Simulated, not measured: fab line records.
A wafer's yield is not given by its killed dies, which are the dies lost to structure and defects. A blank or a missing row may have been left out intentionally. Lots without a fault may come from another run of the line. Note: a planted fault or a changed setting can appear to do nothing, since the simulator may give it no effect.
Problem report, 8D (eight disciplines) form, completed by code || flow nand_harc || the parts of the form that need people (team, actions taken, sign-off) are left out

## 1. THE ISSUE
killed_dies at NHARC_END_SORT_01 reads a mean of 78 on 6 wafers of 2 lots; wafers without a fault read 26 with a standard deviation of 8.9. Relative to the usual mean, that is a shift of +5.8 standard deviations.
Earliest sighting: wafer L403.1 on prober-01 at day 21 13:46. At this step, 6 wafers from 2 lots have a number in the record. Rule for "out" (also "out of limits"): further than 4 standard deviations from the usual mean. The rest of the wafers with a number are treated as sound.

## 2. WHAT IT IS; WHAT IT IS NOT
{"question": "which readings at this step", "is": "killed_dies, killed_at_array", "is not": "killed_at_periphery, killed_open, killed_short"}
{"question": "which lots", "is": "L403, L405", "is not": "-"}
{"question": "which wafers of those lots", "is": "all that have a number", "is not": "-"}
{"question": "read on which gauges", "is": "prober-01, prober-02", "is not": "-"}
{"question": "when", "is": "from day 21 13:46", "is not": "up to then (0 sound wafers)"}

## 3. WHAT RULES OUT EACH SUSPECT
Counting: any tool at a process step up to the reading is kept as a suspect provided that every lot that is out went through it and no sound lot did after the first of them.
- the gauge at NHARC_END_SORT_01: ruled out. The wafers that are out were read on 2 gauges (prober-01, prober-02).
- pecvd_onon-03 at NHARC_A_ONON_D1_DEP_09 (target thk 1000 nm): kept. It ran every lot that is out, first L403 (day 9 23:24), and no sound lot after that.
- rie_diel-11 at NHARC_A_BONDPAD_ETCH_12 (etches the open film in CHF3/O2, target depth 220 nm, time 110 s): kept. It ran every lot that is out, first L403 (day 21 01:49), and no sound lot after that. Because NHARC_A_BONDPAD_ETCH_12 lacks a start for some lots, the hours and order of its lots are taken from NHARC_THIN_TSV_DEGAS_49.
- pvd_sputter-03 at NHARC_THIN_TSV_DEGAS_49 (time 120 s): kept. It ran every lot that is out, first L403 (day 21 01:49), and no sound lot after that.
- pvd_sputter-03 at NHARC_THIN_TSV_PVD_19 (deposits TaN, target thk 20 nm): kept. It ran every lot that is out, first L403 (day 21 13:46), and no sound lot after that. Because NHARC_THIN_TSV_PVD_19 lacks a start for some lots, the hours and order of its lots are taken from NHARC_END_SORT_01.
Left after counting: pecvd_onon-03 at NHARC_A_ONON_D1_DEP_09, rie_diel-11 at NHARC_A_BONDPAD_ETCH_12, pvd_sputter-03 at NHARC_THIN_TSV_DEGAS_49, pvd_sputter-03 at NHARC_THIN_TSV_PVD_19.

## 4. THE CAUSE (what the simulator had put in)
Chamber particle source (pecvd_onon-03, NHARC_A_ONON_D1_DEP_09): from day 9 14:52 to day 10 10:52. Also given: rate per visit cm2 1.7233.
After counting, 4 suspects remain, this tool included.

## 5. THE CHAIN OF EFFECTS, in route order
Each row: a reading where the mean over the struck wafers with a number is more than 3 standard deviations away from the usual. Only readings for which the record gives a usual standard deviation are gone through. hours: the time from each lot's start at the first step in this table that gives one to its start at this step, as a median over the lots. sigmas: the change in usual standard deviations.
{"hours": 0, "step": "NHARC_END_SORT_01", "reading": "killed_at_array", "usual": 21, "on struck wafers": 73, "change": "+52", "sigmas": "+5.8"}
{"hours": 0, "step": "NHARC_END_SORT_01", "reading": "killed_dies", "usual": 26, "on struck wafers": 78, "change": "+52", "sigmas": "+5.8"}

## 6. HOW IT WOULD HAVE BEEN CAUGHT EARLIER
Counted from the fault's start at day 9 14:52, it took 287 hours until the first out-of-limits reading at a measuring or inspecting step in this record, taken at day 21 13:46.
No tool reading at NHARC_A_ONON_D1_DEP_09 that has a usual standard deviation in the record was out on any struck wafer, so an alarm limit of 4 standard deviations on those readings would not have fired.
Each of the lots that are out, 2 in all, had begun NHARC_A_ONON_D1_DEP_09 on pecvd_onon-03 no later than day 21 13:46. Holding the tool at that point would not have protected any of them.
